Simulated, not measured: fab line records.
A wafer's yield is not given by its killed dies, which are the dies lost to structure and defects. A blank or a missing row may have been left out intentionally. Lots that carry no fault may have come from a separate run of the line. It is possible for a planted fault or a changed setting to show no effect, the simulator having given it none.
Chamber matching    flow nandHarc    NHARC_A_STAIRCASE_DEP_322 on pecvd-04 has 3 sister chambers
The step deposits SiO2, target thk 7200 nm. 18 wafers are shown with their chamber, then 9 later ones without.

WAFERS WITH THEIR CHAMBER
wafer   chamber  heaterPowerW (W)
L074.1  1        874
L074.3  2        558
L074.5  1        797
L076.1  1        801
L076.4  2        529
L076.5  0        646
L080.3  0        651
L080.5  2        544
L080.6  0        657
L082.1  0        773
L082.2  1        926
L082.3  2        609
L084.3  1        956
L084.4  1        816
L084.6  0        662
L085.2  2        658
L085.4  2        543
L085.6  0        656

SIGNATURES, as means of the wafers listed above
reading       chamber 0  chamber 1  chamber 2  scatter within a chamber
heaterPowerW  674.17     861.67     573.50     56.2
Rule: for each reading, subtract the chamber's mean from the wafer's reading, divide by that reading's scatter and square the result; add these up over the readings and take the root, which gives the wafer's distance from the chamber. If the next closest chamber is less than 2 further off than the closest, the wafer can't be placed; otherwise it belongs to the closest. The scatter: the root of (the sum of the squares of (reading less its chamber's mean) over the shown wafers, divided by (wafers less chambers)).

WAFERS WITHOUT THEIR CHAMBER
wafer   heaterPowerW (W)
L088.1  895
L088.5  811
L088.6  541
L093.2  606
L093.3  766
L093.5  817
L095.1  791
L095.2  644
L095.3  1023

WHICH CHAMBER EACH WENT THROUGH
wafer   from the rows above           in truth
L088.1  1                             1
L088.5  can't be placed: 1 or 0       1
L088.6  can't be placed: 2 or 0       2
L093.2  can't be placed: 2 or 0       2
L093.3  can't be placed: 0 or 1 or 2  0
L093.5  can't be placed: 1 or 0       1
L095.1  can't be placed: 1 or 0       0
L095.2  can't be placed: 0 or 2       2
L095.3  1                             1
Correct placement for 2 of the 9. Cannot be placed on the basis of these rows: 7; the candidates contain the true chamber in 7. Placed wrongly: 0.
